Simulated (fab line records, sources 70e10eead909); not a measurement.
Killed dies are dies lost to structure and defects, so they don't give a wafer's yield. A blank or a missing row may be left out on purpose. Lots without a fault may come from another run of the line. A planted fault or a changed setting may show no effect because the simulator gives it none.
A struck lot beside a sound one | flow nand_harc | 21 steps out of a route of 1159
Sound: wafers L130.1, L130.2, L130.4. Struck: wafers L129.3, L129.6. (L129.4 of the same lot was not struck and is left out.) The cause comes at the end.
At each step with rows: each side's tool, then ch and its chambers, then its first start. Under that, the readings that differ: sound wafers | struck wafers | difference of the means | sigmas: that difference in standard deviations of wafers without a fault.
alike: readings whose means differ by less than 2 such deviations, and words and numbers that are the same on both sides. not compared: withheld readings, readings that some wafer has no value for, bounds like >300 that may hide the same value, and numbers for which the record gives no deviation and whose values overlap.
The two part at a step that has a row with sigmas, a row that says differs or no value, or rows on one side only. Numbers that don't overlap but have no deviation are shown without sigmas and don't part them. A reading that every wafer of one side lacks parts them only if that side has two wafers or more.

first, 9 steps without rows for these wafers: NHARC_THIN_TSV_PVD_24 (deposits Al, target thk 800 nm); NHARC_THIN_TSV_DEHYDRATE_25 (time 120 s); NHARC_THIN_TSV_HMDS_26 (time 30 s); NHARC_THIN_TSV_COAT_27; NHARC_THIN_TSV_SOFTBAKE_28 (time 95 s); NHARC_THIN_TSV_EBR_29; NHARC_THIN_TSV_EXPOSE_30 (exposes mask PAD); NHARC_THIN_TSV_PEB_31 (peb time 85 s); NHARC_THIN_TSV_DEVELOP_32 (time 70 s).
NHARC_THIN_TSV_CD_MEAS_33: target cd 5000 nm.
  sound on cd_sem-01 ch 0, day 22 06:50; struck on cd_sem-02 ch 0, day 22 19:25
  alike: cd_nm
then, 1 step without rows for these wafers: NHARC_THIN_TSV_HARDBAKE_34 (time 80 s).
NHARC_THIN_TSV_DESCUM_35: chemistry O2, time 3 s.
  sound on rie_diel-12 ch 0,2,3, day 22 07:01; struck on rie_diel-06 ch 0,3, day 22 19:35
  reading               | sound             | struck      | difference | sigmas
  oes_product_au (a.u.) | 0.993 0.984 0.992 | 1.011 1.018 | +0.025     | +2
  alike: drypump_motor_current_A, rf_vpp_V, showerhead_plenum_p_Torr, throttle_valve_pct
  not compared: rf_hours_counter_h
NHARC_THIN_TSV_ETCH_59: etches the open film in Cl2/BCl3, target depth 880 nm, time 138.1 s.
  sound on rie_metal-03 ch 0,1, day 22 07:09; struck on rie_metal-01 ch 1, day 22 19:47
  alike: drypump_motor_current_A, oes_product_au, throttle_valve_pct
  not compared: rf_hours_counter_h
NHARC_THIN_TSV_ETCH_36: etches the open film in Cl2/BCl3, target depth 65 nm, time 18.571 s.
  sound on rie_metal-03 ch 0,1, day 22 07:25; struck on rie_metal-01 ch 0,1, day 22 19:59
  alike: drypump_motor_current_A, oes_product_au
  not compared: rf_hours_counter_h
NHARC_THIN_TSV_STRIP_56: strips in O2.
  sound on plasma_asher-01 ch 0,1, day 22 07:31; struck on plasma_asher-01 ch 0, day 22 20:10
  alike: drypump_motor_current_A, heater_power_w
  not compared: rf_hours_counter_h
then, 1 step without rows for these wafers: NHARC_THIN_TSV_STRIP_57 (strips in post etch residue remover, time 1200 s).
NHARC_THIN_TSV_CD_MEAS_37:
  sound on cd_sem-01, day 22 08:18; struck on cd_sem-03, day 22 20:52
  alike: cd_nm
then, 1 step without rows for these wafers: NHARC_THIN_TSV_ANNEAL_58 (time 1800 s).
NHARC_THIN_TSV_INSPECT_40:
  sound on defect_inspect-02, day 22 12:32; struck on defect_inspect-01, day 23 02:05
  reading          | sound       | struck  | difference | sigmas
  raw_defect_count | 562 509 502 | 878 807 | +318       | +4
NHARC_END_WLT_00:
  sound on prober-01, day 22 16:41; struck on prober-02, day 23 03:09
  alike: VT_DECK1_BOTTOM, VT_DECK1_BOTTOM_INNER, VT_DECK1_MEDIAN_NEAR_BOTTOM, VT_DECK1_MEDIAN_NEAR_BOTTOM_INNER, VT_DECK1_MIDDLE, VT_DECK1_MIDDLE_INNER, VT_DECK1_TOP, VT_DECK1_TOP_INNER
NHARC_END_SORT_01:
  the record has rows for the struck wafers here (prober-02 ch 0, day 23 06:46) and none for the sound ones

WHERE THEY PART
First at NHARC_THIN_TSV_DESCUM_35; last, within this record, at NHARC_END_SORT_01.

WHY: what the simulator had put in
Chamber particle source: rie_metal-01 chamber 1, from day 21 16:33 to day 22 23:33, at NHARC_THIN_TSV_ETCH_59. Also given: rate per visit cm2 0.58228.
